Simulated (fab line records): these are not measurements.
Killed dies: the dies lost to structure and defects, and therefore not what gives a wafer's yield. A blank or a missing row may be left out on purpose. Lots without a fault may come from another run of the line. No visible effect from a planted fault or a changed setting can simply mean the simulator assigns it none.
Which of the tools did it? / flow n5-finfet / Sampling: 10 lots, 30 wafers, 5 of 1938 route steps

WHAT THE GAUGES SHOWED, per wafer
N5_ZERO_LAYER_CD_MEAS_11: target cd 2000 nm.
lot=L141; measured=day 2 00:38; on=cd-sem-03; cd-nm (nm)=2001.7 2002.1 2002.1
lot=L143; measured=day 2 12:38; on=cd-sem-02; cd-nm (nm)=2002.7 1999.1 2000.6
lot=L147; measured=day 3 12:38; on=cd-sem-01; cd-nm (nm)=1999.0 2001.3 2003.4
lot=L156; measured=day 5 18:39; on=cd-sem-02; cd-nm (nm)=1998.6 1998.9 2000.8
lot=L157; measured=day 6 02:09; on=cd-sem-02; cd-nm (nm)=2000.5 1998.7 1999.8
lot=L158; measured=day 6 06:38; on=cd-sem-01; cd-nm (nm)=2002.7 1999.4 2000.7
lot=L159; measured=day 6 12:40; on=cd-sem-03; cd-nm (nm)=2001.6 2002.5 2003.8
lot=L160; measured=day 6 18:42; on=cd-sem-02; cd-nm (nm)=1999.0 2002.2 2002.0
lot=L161; measured=day 7 00:38; on=cd-sem-02; cd-nm (nm)=1998.3 1999.9 2000.4
lot=L162; measured=day 7 09:25; on=cd-sem-02; cd-nm (nm)=2000.3 2000.2 2000.9

N5_WELL_APT_INSPECT_27: inspects for defects (macro).
lot=L141; measured=day 2 03:13; on=defect-inspect-02; raw-defect-count=0 1 2
lot=L143; measured=day 2 14:52; on=defect-inspect-02; raw-defect-count=3 2 2
lot=L147; measured=day 3 14:44; on=defect-inspect-02; raw-defect-count=2 0 1
lot=L156; measured=day 5 20:50; on=defect-inspect-02; raw-defect-count=3 1 3
lot=L157; measured=day 6 04:14; on=defect-inspect-01; raw-defect-count=2 0 1
lot=L158; measured=day 6 09:07; on=defect-inspect-02; raw-defect-count=1 1 2
lot=L159; measured=day 6 15:28; on=defect-inspect-01; raw-defect-count=3 4 0
lot=L160; measured=day 6 21:16; on=defect-inspect-02; raw-defect-count=5 5 1
lot=L161; measured=day 7 02:44; on=defect-inspect-02; raw-defect-count=5 3 2
lot=L162; measured=day 7 11:52; on=defect-inspect-01; raw-defect-count=4 3 4

N5_BEOL_M4_RC_MEAS_101.
lot=L141; measured=day 8 19:38; on=prober-01; DIBL_N (mV/V)=37.7 32.4 36.1; DIBL_P (mV/V)=39.0 32.8 37.3; IOFF_N (nA/um)=0.21 0.11 0.18; IOFF_P (nA/um)=0.24 0.15 0.21; ION_N (uA/um)=684 666 682; ION_P (uA/um)=467 458 465; SS_N (mV/dec)=72.2 70.6 71.9; SS_P (mV/dec)=74.0 72.1 73.8; VT_N (mV)=244.9 253.1 246.9; VT_P (mV)=-249 -256 -250
lot=L143; measured=day 9 10:14; on=prober-02; DIBL_N (mV/V)=36.0 37.9 35.0; DIBL_P (mV/V)=36.5 39.2 35.4; IOFF_N (nA/um)=0.17 0.21 0.15; IOFF_P (nA/um)=0.24 0.29 0.21; ION_N (uA/um)=691 684 684; ION_P (uA/um)=468 471 469; SS_N (mV/dec)=71.0 71.7 70.8; SS_P (mV/dec)=73.2 74.4 73.2; VT_N (mV)=248.1 245.2 249.1; VT_P (mV)=-247 -246 -249
lot=L147; measured=day 10 03:49; on=prober-01; DIBL_N (mV/V)=37.7 37.6 34.5; DIBL_P (mV/V)=37.9 37.6 35.4; IOFF_N (nA/um)=0.15 0.16 0.11; IOFF_P (nA/um)=0.19 0.18 0.15; ION_N (uA/um)=665 673 655; ION_P (uA/um)=458 454 452; SS_N (mV/dec)=71.3 71.9 70.6; SS_P (mV/dec)=74.0 72.9 73.1; VT_N (mV)=251.8 252.4 255.9; VT_P (mV)=-255 -257 -258
lot=L156; measured=day 12 22:01; on=prober-01; DIBL_N (mV/V)=36.6 35.4 39.7; DIBL_P (mV/V)=36.0 34.3 38.6; IOFF_N (nA/um)=0.15 0.13 0.21; IOFF_P (nA/um)=0.20 0.18 0.24; ION_N (uA/um)=673 687 671; ION_P (uA/um)=461 472 455; SS_N (mV/dec)=71.4 71.3 72.8; SS_P (mV/dec)=73.1 73.1 73.6; VT_N (mV)=251.9 251.6 248.7; VT_P (mV)=-249 -252 -250
lot=L157; measured=day 12 22:56; on=prober-01; DIBL_N (mV/V)=33.3 34.7 34.8; DIBL_P (mV/V)=35.1 36.7 38.0; IOFF_N (nA/um)=0.13 0.14 0.15; IOFF_P (nA/um)=0.18 0.21 0.23; ION_N (uA/um)=675 682 678; ION_P (uA/um)=461 465 470; SS_N (mV/dec)=70.6 70.8 71.7; SS_P (mV/dec)=73.1 72.9 74.3; VT_N (mV)=252.0 249.0 249.5; VT_P (mV)=-251 -250 -248
lot=L158; measured=day 13 19:06; on=prober-02; DIBL_N (mV/V)=37.3 38.2 41.6; DIBL_P (mV/V)=37.1 37.8 41.5; IOFF_N (nA/um)=0.17 0.20 0.29; IOFF_P (nA/um)=0.22 0.24 0.31; ION_N (uA/um)=703 677 701; ION_P (uA/um)=478 462 477; SS_N (mV/dec)=72.3 71.6 72.4; SS_P (mV/dec)=73.7 74.4 75.2; VT_N (mV)=246.6 245.7 241.5; VT_P (mV)=-249 -250 -244
lot=L159; measured=day 14 01:49; on=prober-02; DIBL_N (mV/V)=35.7 35.8 37.6; DIBL_P (mV/V)=35.8 34.0 37.0; IOFF_N (nA/um)=0.15 0.15 0.17; IOFF_P (nA/um)=0.21 0.19 0.22; ION_N (uA/um)=669 673 674; ION_P (uA/um)=465 461 468; SS_N (mV/dec)=71.6 72.0 72.0; SS_P (mV/dec)=73.1 72.5 73.2; VT_N (mV)=250.2 251.8 251.1; VT_P (mV)=-251 -252 -249
lot=L160; measured=day 14 06:01; on=prober-01; DIBL_N (mV/V)=38.4 37.4 37.3; DIBL_P (mV/V)=37.9 36.2 35.7; IOFF_N (nA/um)=0.20 0.18 0.17; IOFF_P (nA/um)=0.24 0.22 0.21; ION_N (uA/um)=695 678 666; ION_P (uA/um)=469 461 461; SS_N (mV/dec)=72.2 72.0 71.5; SS_P (mV/dec)=74.3 73.4 73.1; VT_N (mV)=243.4 247.8 249.1; VT_P (mV)=-249 -251 -252
lot=L161; measured=day 14 10:52; on=prober-02; DIBL_N (mV/V)=39.5 40.7 37.4; DIBL_P (mV/V)=39.0 38.9 35.8; IOFF_N (nA/um)=0.18 0.21 0.16; IOFF_P (nA/um)=0.24 0.24 0.20; ION_N (uA/um)=664 678 680; ION_P (uA/um)=463 461 461; SS_N (mV/dec)=71.9 73.2 71.3; SS_P (mV/dec)=73.9 74.5 73.8; VT_N (mV)=249.3 247.9 250.8; VT_P (mV)=-248 -247 -250
lot=L162; measured=day 14 13:47; on=prober-02; DIBL_N (mV/V)=40.8 35.2 37.1; DIBL_P (mV/V)=40.8 34.0 36.9; IOFF_N (nA/um)=0.27 0.13 0.18; IOFF_P (nA/um)=0.34 0.20 0.25; ION_N (uA/um)=703 677 679; ION_P (uA/um)=477 463 467; SS_N (mV/dec)=73.1 72.0 71.7; SS_P (mV/dec)=74.0 72.0 73.6; VT_N (mV)=242.1 251.3 248.0; VT_P (mV)=-241 -248 -244

EACH LOT AND THE TOOL THAT RAN IT (in order: tool; ch and the chambers of the sampled wafers; start)
lot=L141; N5_ZERO_LAYER_ETCH_18=rie-si-01 ch 0,2,3, day 2 00:47; N5_WELL_APT_RTA_34=rtp-anneal-01 ch 0, day 2 04:22
lot=L143; N5_ZERO_LAYER_ETCH_18=rie-si-06 ch 0,1,3, day 2 12:47; N5_WELL_APT_RTA_34=rtp-anneal-01 ch 0, day 2 15:43
lot=L147; N5_ZERO_LAYER_ETCH_18=rie-si-06 ch 0,2,3, day 3 12:47; N5_WELL_APT_RTA_34=rtp-anneal-02 ch 0, day 3 15:33
lot=L156; N5_ZERO_LAYER_ETCH_18=rie-si-04 ch 0,2,3, day 5 18:47; N5_WELL_APT_RTA_34=rtp-anneal-02 ch 0, day 5 21:40
lot=L157; N5_ZERO_LAYER_ETCH_18=rie-si-04 ch 0,1, day 6 02:17; N5_WELL_APT_RTA_34=rtp-anneal-01 ch 0, day 6 05:38
lot=L158; N5_ZERO_LAYER_ETCH_18=rie-si-01 ch 0,1,3, day 6 06:51; N5_WELL_APT_RTA_34=rtp-anneal-01 ch 0, day 6 10:03
lot=L159; N5_ZERO_LAYER_ETCH_18=rie-si-06 ch 0,2, day 6 13:14; N5_WELL_APT_RTA_34=rtp-anneal-02 ch 0, day 6 16:15
lot=L160; N5_ZERO_LAYER_ETCH_18=rie-si-04 ch 1,2,3, day 6 19:09; N5_WELL_APT_RTA_34=rtp-anneal-02 ch 0, day 6 22:07
lot=L161; N5_ZERO_LAYER_ETCH_18=rie-si-06 ch 1,2,3, day 7 00:47; N5_WELL_APT_RTA_34=rtp-anneal-02 ch 0, day 7 03:37
lot=L162; N5_ZERO_LAYER_ETCH_18=rie-si-06 ch 1,2,3, day 7 09:53; N5_WELL_APT_RTA_34=rtp-anneal-01 ch 0, day 7 12:40
- N5_ZERO_LAYER_ETCH_18: etches Si in HBr/Cl2, target depth 120 nm, time 40 s.
- N5_WELL_APT_RTA_34: time 10 s.

AS READ BY THE TOOLS THEMSELVES (means over the sampled wafers that have a number; for cases with no such wafer, the mark the record gives instead)
N5_ZERO_LAYER_ETCH_18.
lot=L141; tool=rie-si-01; bias-w (W)=75.07; drypump-motor-current-A (A)=5.7; oes-product-au (a.u.)=1.010; throttle-valve-pct (%)=36.40
lot=L143; tool=rie-si-06; bias-w (W)=75.16; drypump-motor-current-A (A)=5.6; oes-product-au (a.u.)=1.019; throttle-valve-pct (%)=36.22
lot=L147; tool=rie-si-06; bias-w (W)=80.37; drypump-motor-current-A (A)=5.8; oes-product-au (a.u.)=1.000; throttle-valve-pct (%)=36.22
lot=L156; tool=rie-si-04; bias-w (W)=75.11; drypump-motor-current-A (A)=6.2; oes-product-au (a.u.)=1.013; throttle-valve-pct (%)=36.16
lot=L157; tool=rie-si-04; bias-w (W)=75.07; drypump-motor-current-A (A)=6.1; oes-product-au (a.u.)=0.999; throttle-valve-pct (%)=36.33
lot=L158; tool=rie-si-01; bias-w (W)=74.74; drypump-motor-current-A (A)=5.7; oes-product-au (a.u.)=0.998; throttle-valve-pct (%)=36.65
lot=L159; tool=rie-si-06; bias-w (W)=75.17; drypump-motor-current-A (A)=5.8; oes-product-au (a.u.)=1.006; throttle-valve-pct (%)=36.22
lot=L160; tool=rie-si-04; bias-w (W)=74.88; drypump-motor-current-A (A)=6.2; oes-product-au (a.u.)=1.005; throttle-valve-pct (%)=36.27
lot=L161; tool=rie-si-06; bias-w (W)=74.80; drypump-motor-current-A (A)=5.8; oes-product-au (a.u.)=1.001; throttle-valve-pct (%)=36.10
lot=L162; tool=rie-si-06; bias-w (W)=74.88; drypump-motor-current-A (A)=5.8; oes-product-au (a.u.)=1.008; throttle-valve-pct (%)=36.09

N5_WELL_APT_RTA_34.
lot=L141; tool=rtp-anneal-01; anneal-temp-c-max=1003.4; lamp-power-pct (%)=12.95; lamp_zone_2_pct (%)=12.984; wafer_temp_C_max=1004.1
lot=L143; tool=rtp-anneal-01; anneal-temp-c-max=1002.6; lamp-power-pct (%)=13.01; lamp_zone_2_pct (%)=12.979; wafer_temp_C_max=1003.7
lot=L147; tool=rtp-anneal-02; anneal-temp-c-max=1006.2; lamp-power-pct (%)=12.96; lamp_zone_2_pct (%)=12.984; wafer_temp_C_max=1003.9
lot=L156; tool=rtp-anneal-02; anneal-temp-c-max=1007.4; lamp-power-pct (%)=12.99; lamp_zone_2_pct (%)=13.014; wafer_temp_C_max=1004.1
lot=L157; tool=rtp-anneal-01; anneal-temp-c-max=1003.1; lamp-power-pct (%)=13.03; lamp_zone_2_pct (%)=12.988; wafer_temp_C_max=1003.2
lot=L158; tool=rtp-anneal-01; anneal-temp-c-max=1002.5; lamp-power-pct (%)=12.99; lamp_zone_2_pct (%)=12.992; wafer_temp_C_max=1003.5
lot=L159; tool=rtp-anneal-02; anneal-temp-c-max=1006.3; lamp-power-pct (%)=13.02; lamp_zone_2_pct (%)=13.002; wafer_temp_C_max=1003.9
lot=L160; tool=rtp-anneal-02; anneal-temp-c-max=1007.2; lamp-power-pct (%)=12.99; lamp_zone_2_pct (%)=13.005; wafer_temp_C_max=1004.5
lot=L161; tool=rtp-anneal-02; anneal-temp-c-max=1007.6; lamp-power-pct (%)=12.99; lamp_zone_2_pct (%)=13.010; wafer_temp_C_max=1003.5
lot=L162; tool=rtp-anneal-01; anneal-temp-c-max=1003.0; lamp-power-pct (%)=12.96; lamp_zone_2_pct (%)=12.991; wafer_temp_C_max=1003.5

THE ANSWER, worked out from the rows above alone
Rule: the usual values come from the lots themselves. The widest of any qualifying gaps counts: lots, ordered by their means at a reading, are off when they make up no more than a third of the lots, leave a main group of 4 or more, and stand apart from it by 3 or more times the standard deviation of that group's means. A main group is skipped when, at the precision printed for the reading in the tables above, its means are all equal. A lot without any number at a reading at which 4 lots or more have one is off too. The other lots that the step has rows for count as sound. First the gauges in route order, then the tools' own readings, where a lot's mean is used as printed above. At the first step where some lot is off, the reading lying furthest off is the one used; lots without a number count as furthest.
Off: L147 (N5_ZERO_LAYER_ETCH_18, bias-w). Main group: mean 74.99 W, sd 0.15.
A tool fits if, at that step or a process step before it, it ran every lot that is off, and no sound lot after the first of them. Not one of the candidates tried fits.

WHAT THE SIMULATOR PUT IN
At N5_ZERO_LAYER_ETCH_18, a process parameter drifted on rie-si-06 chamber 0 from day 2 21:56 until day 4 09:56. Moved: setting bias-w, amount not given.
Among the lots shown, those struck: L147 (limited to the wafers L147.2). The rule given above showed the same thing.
